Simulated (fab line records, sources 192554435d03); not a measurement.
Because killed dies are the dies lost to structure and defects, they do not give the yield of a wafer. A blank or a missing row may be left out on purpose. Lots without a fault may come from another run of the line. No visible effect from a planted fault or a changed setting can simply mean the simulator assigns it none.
What tool caused it? ; flow n5_finfet ; 24 lots, 72 wafers sampled, at 4 steps of a route of 1938

## WHAT EACH GAUGE READ, for each wafer
N5_DUMMY_GATE_CD_MEAS_15: the cd target is 25.8 nm.
lot;measured;on;cd_nm (nm)
L074;day 2 21:20;cd_sem-03;25.12 25.36 25.16
L075;day 3 05:25;cd_sem-01;24.65 24.61 24.07
L076;day 3 09:58;cd_sem-03;24.78 25.31 24.82
L077;day 3 18:14;cd_sem-03;25.04 24.88 24.87
L078;day 3 23:36;cd_sem-02;24.72 25.14 24.65
L079;day 4 05:39;cd_sem-03;25.06 25.39 25.46
L080;day 4 12:10;cd_sem-03;25.34 25.06 25.36
L081;day 4 16:29;cd_sem-03;25.04 24.51 24.98
L082;day 5 00:18;cd_sem-03;25.11 24.67 25.02
L083;day 5 04:34;cd_sem-02;24.59 24.99 24.78
L084;day 5 12:05;cd_sem-02;25.02 24.52 24.84
L085;day 5 16:22;cd_sem-02;24.92 24.72 24.87
L086;day 5 23:56;cd_sem-02;24.43 24.94 24.53
L087;day 6 06:17;cd_sem-01;25.15 25.04 24.89
L088;day 6 16:07;cd_sem-01;24.46 25.10 24.94
L089;day 6 17:12;cd_sem-02;25.28 24.79 25.12
L090;day 7 00:08;cd_sem-01;24.80 24.85 24.71
L091;day 7 08:58;cd_sem-02;25.20 25.03 24.91
L092;day 7 10:35;cd_sem-03;24.97 25.07 25.23
L093;day 7 16:53;cd_sem-03;25.05 25.32 25.51
L094;day 7 23:49;cd_sem-03;24.95 25.26 24.69
L095;day 8 03:23;cd_sem-01;25.51 25.15 25.16
L096;day 8 16:06;cd_sem-02;25.07 24.69 24.71
L097;day 8 21:05;cd_sem-03;24.92 24.79 25.12

## TOOL THAT RAN EACH LOT (tool first, then ch and the chambers of the sampled wafers, then the start)
lot;N5_FIN_CUT_CUT_ETCH_26;N5_STI_FIN_REVEAL_ALD_14;N5_STI_FIN_REVEAL_CMP_04
L074;rie_diel-06 ch 1,2,3, day 2 03:38;ald_sin-02 ch 0,1,3, day 2 04:12;cmp-03 ch 0,2,3, day 2 09:15
L075;rie_diel-06 ch 0,1,2, day 2 09:39;ald_sin-01 ch 0,1, day 2 10:20;cmp-02 ch 0,2,3, day 2 16:03
L076;rie_diel-04 ch 1,2,3, day 2 16:14;ald_sin-01 ch 1,2,3, day 2 16:50;cmp-03 ch 0,1,3, day 2 21:55
L077;rie_diel-03 ch 1,2,3, day 2 21:47;ald_sin-04 ch 0,1,3, day 2 22:42;cmp-03 ch 0,1,3, day 3 04:25
L078;rie_diel-04 ch 0,2, day 3 05:24;ald_sin-04 ch 0,1,3, day 3 06:17;cmp-02 ch 2,3, day 3 11:22
L079;rie_diel-03 ch 1,2,3, day 3 10:29;ald_sin-01 ch 0,2,3, day 3 11:02;cmp-03 ch 1,2,3, day 3 16:41
L080;rie_diel-04 ch 2,3, day 3 16:47;ald_sin-01 ch 1,2, day 3 17:22;cmp-03 ch 0,1,3, day 3 22:24
L081;rie_diel-03 ch 0,1,3, day 3 20:52;ald_sin-01 ch 0,3, day 3 22:02;cmp-02 ch 0,1, day 4 03:20
L082;rie_diel-03 ch 2,3, day 4 03:58;ald_sin-02 ch 0,1, day 4 04:32;cmp-01 ch 0,1,2, day 4 09:35
L083;rie_diel-03 ch 0,1,2, day 4 10:08;ald_sin-04 ch 0,2,3, day 4 10:41;cmp-02 ch 1,2,3, day 4 15:46
L084;rie_diel-04 ch 0,3, day 4 16:22;ald_sin-04 ch 2,3, day 4 18:47;cmp-01 ch 0,1, day 4 23:49
L085;rie_diel-04 ch 0,2,3, day 4 21:51;ald_sin-02 ch 0,2,3, day 4 22:50;cmp-01 ch 0,1,3, day 5 03:52
L086;rie_diel-04 ch 0,2, day 5 05:01;ald_sin-04 ch 1,2, day 5 05:56;cmp-01 ch 0,1, day 5 11:35
L087;rie_diel-04 ch 0,1,3, day 5 10:56;ald_sin-04 ch 1,2,3, day 5 12:55;cmp-03 ch 1,2,3, day 5 17:59
L088;rie_diel-06 ch 1,2,3, day 5 18:53;ald_sin-04 ch 0,2, day 5 19:34;cmp-03 ch 0,1, day 6 00:38
L089;rie_diel-04 ch 0,1,2, day 5 23:23;ald_sin-04 ch 2,3, day 6 00:05;cmp-02 ch 1,2, day 6 05:08
L090;rie_diel-04 ch 0,1,2, day 6 03:18;ald_sin-02 ch 0,1,2, day 6 04:52;cmp-01 ch 1,2,3, day 6 09:55
L091;rie_diel-06 ch 1,2, day 6 14:58;ald_sin-02 ch 2,3, day 6 15:32;cmp-02 ch 2,3, day 6 20:37
L092;rie_diel-04 ch 0,1,3, day 6 16:37;ald_sin-01 ch 0,1,2, day 6 17:30;cmp-03 ch 0,1,3, day 6 22:32
L093;rie_diel-04 ch 2,3, day 6 20:56;ald_sin-01 ch 1,2,3, day 6 21:32;cmp-02 ch 0,1,3, day 7 02:37
L094;rie_diel-04 ch 0,1,2, day 7 03:57;ald_sin-04 ch 0,1,2, day 7 04:31;cmp-02 ch 0,1, day 7 09:34
L095;rie_diel-06 ch 2,3, day 7 09:26;ald_sin-02 ch 1,2, day 7 10:16;cmp-02 ch 0,3, day 7 15:19
L096;rie_diel-06 ch 0,2,3, day 7 19:10;ald_sin-04 ch 2,3, day 7 20:56;cmp-01 ch 1,2, day 8 01:58
L097;rie_diel-04 ch 0,3, day 8 01:53;ald_sin-02 ch 0,1,3, day 8 03:56;cmp-03 ch 0,1, day 8 08:58
- N5_FIN_CUT_CUT_ETCH_26: etches SiNx in CH3F/O2, target depth 39 nm, time 55.7 s.
- N5_STI_FIN_REVEAL_ALD_14: deposits Si3N4, target thk 3 nm.
- N5_STI_FIN_REVEAL_CMP_04: polishes, stops on Si3N4, t overpolish 4 s, target thk 131.83 nm.

## WHAT THE TOOLS THEMSELVES READ (means of the sampled wafers that have a number; where no wafer has one, the mark that the record gives instead)
N5_FIN_CUT_CUT_ETCH_26.
lot;tool;drypump_motor_current_A (A);oes_f_703_au (a.u.);oes_product_au (a.u.);rf_vpp_V (V);showerhead_plenum_p_Torr (Torr);throttle_valve_pct (%)
L074;rie_diel-06;6.0;0.73;0.74;294;2.00;16.54
L075;rie_diel-06;5.9;0.71;0.70;297;1.98;16.56
L076;rie_diel-04;6.0;0.75;0.77;301;2.02;16.34
L077;rie_diel-03;5.9;0.75;0.73;291;1.94;16.38
L078;rie_diel-04;5.6;0.75;0.77;302;1.98;16.32
L079;rie_diel-03;5.9;0.75;0.73;290;1.94;16.38
L080;rie_diel-04;5.7;0.78;0.79;300;1.94;16.30
L081;rie_diel-03;5.7;0.86;0.82;291;1.96;16.40
L082;rie_diel-03;5.8;0.72;0.70;291;1.93;16.31
L083;rie_diel-03;6.0;0.84;0.81;291;1.98;16.41
L084;rie_diel-04;5.6;0.81;0.79;292;1.89;16.09
L085;rie_diel-04;5.7;0.75;0.77;301;1.96;16.34
L086;rie_diel-04;5.8;0.70;0.73;308;2.03;16.57
L087;rie_diel-04;5.7;0.77;0.78;295;1.96;16.13
L088;rie_diel-06;6.0;0.81;0.81;294;2.00;16.42
L089;rie_diel-04;5.9;0.71;0.74;302;2.03;16.39
L090;rie_diel-04;5.9;0.71;0.73;301;2.03;16.38
L091;rie_diel-06;6.1;0.85;0.85;298;2.00;16.40
L092;rie_diel-04;5.7;0.76;0.76;294;1.96;16.16
L093;rie_diel-04;5.9;0.71;0.73;306;2.01;16.59
L094;rie_diel-04;5.9;0.71;0.73;302;2.03;16.39
L095;rie_diel-06;5.9;0.70;0.71;298;2.01;16.44
L096;rie_diel-06;5.8;0.73;0.71;294;1.96;16.48
L097;rie_diel-04;5.5;0.79;0.78;293;1.88;16.13

N5_STI_FIN_REVEAL_ALD_14.
lot;tool;heater_power_w (W)
L074;ald_sin-02;786
L075;ald_sin-01;865
L076;ald_sin-01;825
L077;ald_sin-04;830
L078;ald_sin-04;827
L079;ald_sin-01;789
L080;ald_sin-01;847
L081;ald_sin-01;785
L082;ald_sin-02;794
L083;ald_sin-04;863
L084;ald_sin-04;908
L085;ald_sin-02;827
L086;ald_sin-04;818
L087;ald_sin-04;889
L088;ald_sin-04;837
L089;ald_sin-04;914
L090;ald_sin-02;828
L091;ald_sin-02;858
L092;ald_sin-01;825
L093;ald_sin-01;847
L094;ald_sin-04;804
L095;ald_sin-02;880
L096;ald_sin-04;898
L097;ald_sin-02;783

N5_STI_FIN_REVEAL_CMP_04.
lot;tool;motor_current_A (A);overpolish_run_s (s);time_to_endpoint_s (s)
L074;cmp-03;8.9;4.009;106
L075;cmp-02;8.1;3.996;97
L076;cmp-03;8.6;4.013;99
L077;cmp-03;8.6;3.993;99
L078;cmp-02;7.6;4.009;99
L079;cmp-03;7.9;3.998;104
L080;cmp-03;8.6;4.007;101
L081;cmp-02;8.7;3.990;94
L082;cmp-01;7.5;4.001;107
L083;cmp-02;7.8;4.009;97
L084;cmp-01;7.0;4.001;113
L085;cmp-01;7.7;4.008;113
L086;cmp-01;7.0;3.994;108
L087;cmp-03;8.3;4.002;100
L088;cmp-03;8.7;4.009;98
L089;cmp-02;8.3;3.998;99
L090;cmp-01;8.3;4.001;99
L091;cmp-02;7.6;3.998;103
L092;cmp-03;8.6;3.998;100
L093;cmp-02;8.3;4.005;97
L094;cmp-02;9.0;3.999;100
L095;cmp-02;8.4;4.004;99
L096;cmp-01;7.3;4.002;100
L097;cmp-03;8.7;3.999;100

## THE ANSWER, worked out from the rows above alone
Rule: usual is defined by the lots themselves. The widest of any qualifying gaps counts: lots, ordered by their means at a reading, are off when they make up no more than a third of the lots, leave a main group of 4 or more, and stand apart from it by 3 or more times the standard deviation of that group's means. The tables above print the reading to a certain number of digits; a main group whose means all agree to those digits is not used. Also off: a lot with no number at a reading for which 4 or more lots have one. All remaining lots with rows at the step are treated as sound. Order of review: gauges by route order, followed by the tools' own readings, for which a lot's mean as printed above is used. At the first step where some lot is off, the reading lying furthest off is the one used; lots without a number count as furthest.
No lot is off at any reading shown: from this, nothing can be told.

## WHAT THE SIMULATOR HAD INSERTED
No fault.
